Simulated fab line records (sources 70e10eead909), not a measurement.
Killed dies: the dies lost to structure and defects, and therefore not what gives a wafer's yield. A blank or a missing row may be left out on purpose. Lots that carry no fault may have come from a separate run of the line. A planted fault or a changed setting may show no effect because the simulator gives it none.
Problem report in the 8D (eight disciplines) form, filled by code || flow nand_harc || the parts of the form that need people (team, actions taken, sign-off) are left out

## 1. THE ISSUE
Mean of thk_nm at NHARC_A_ONON_D1_THK_MEAS_05: 339 nm across 3 wafers in 2 lots; on wafers with no fault it is 1000 nm (standard deviation 9.4). That is -70 standard deviations from the usual mean.
The step: measures by ellipsometry.
First seen on wafer L515.5, day 10 13:36, on film_metro-02. At this step, 40 wafers from 14 lots have a number in the record. The rule behind "out" and "out of limits": a value lying over 4 standard deviations away from the usual mean. Any other wafer with a number is counted as sound.

## 2. WHAT IT IS, AND WHAT IT ISN'T
{"question": "which readings at this step", "is": "thk_nm", "is not": "-"}
{"question": "which lots", "is": "L515, L516", "is not": "L508, L511, L512, L513, L522, L524, L525, L526, L527, L528, L529, L530"}
{"question": "which wafers of those lots", "is": "L515.5, L516.2, L516.5", "is not": "L516.3"}
{"question": "read on which gauges", "is": "film_metro-01, film_metro-02", "is not": "-"}
{"question": "when", "is": "from day 10 13:36", "is not": "up to then (12 sound wafers); but 25 sound wafers of L516, L522, L524, L525, L526, L527, L528, L529, L530 came after"}

## 3. WHAT RULES OUT EACH SUSPECT
Counting: any tool at a process step up to the reading remains a suspect provided it ran every lot that is out. Sound lots after the first of them don't rule it out here, since some wafers of a struck lot are sound.
- ruled out: the gauge at NHARC_A_ONON_D1_THK_MEAS_05. 2 gauges (film_metro-01, film_metro-02) read the wafers that are out.
- pecvd_onon-01 at NHARC_A_ONON_D1_DEP_03 (target thk 1000 nm): kept. Ran every lot that is out, first one L515 (day 10 13:19); last sound lot up to then L511 (day 9 01:06).
Remaining after the count: pecvd_onon-01 at NHARC_A_ONON_D1_DEP_03.

## 4. THE CAUSE (what the simulator had put in)
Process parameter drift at NHARC_A_ONON_D1_DEP_03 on pecvd_onon-01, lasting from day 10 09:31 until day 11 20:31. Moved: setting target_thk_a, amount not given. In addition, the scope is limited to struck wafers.
After counting, this tool was the only one left.

## 5. THE CHAIN OF EFFECTS, in route order
Each row: a reading where the mean over the struck wafers with a number is more than 3 standard deviations away from the usual. Only readings whose record carries a usual standard deviation are examined. hours: median over the lots of the time between each lot's start at the first step of this table that gives one and its start at this step. sigmas: the change, counted in usual standard deviations.
{"hours": 0, "step": "NHARC_A_ONON_D1_THK_MEAS_05", "reading": "thk_nm", "usual": "1000 nm", "on struck wafers": 339, "change": -661, "sigmas": -70}

## 6. HOW IT WOULD HAVE BEEN CAUGHT EARLIER
In this record the first reading out of limits at a measuring or inspecting step was taken at day 10 13:36, 4 hours after the fault began at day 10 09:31.
L516, from the lots that are out (2), started NHARC_A_ONON_D1_DEP_03 on pecvd_onon-01 later than day 10 13:36. Had the tool been put on hold then, it would have been spared.
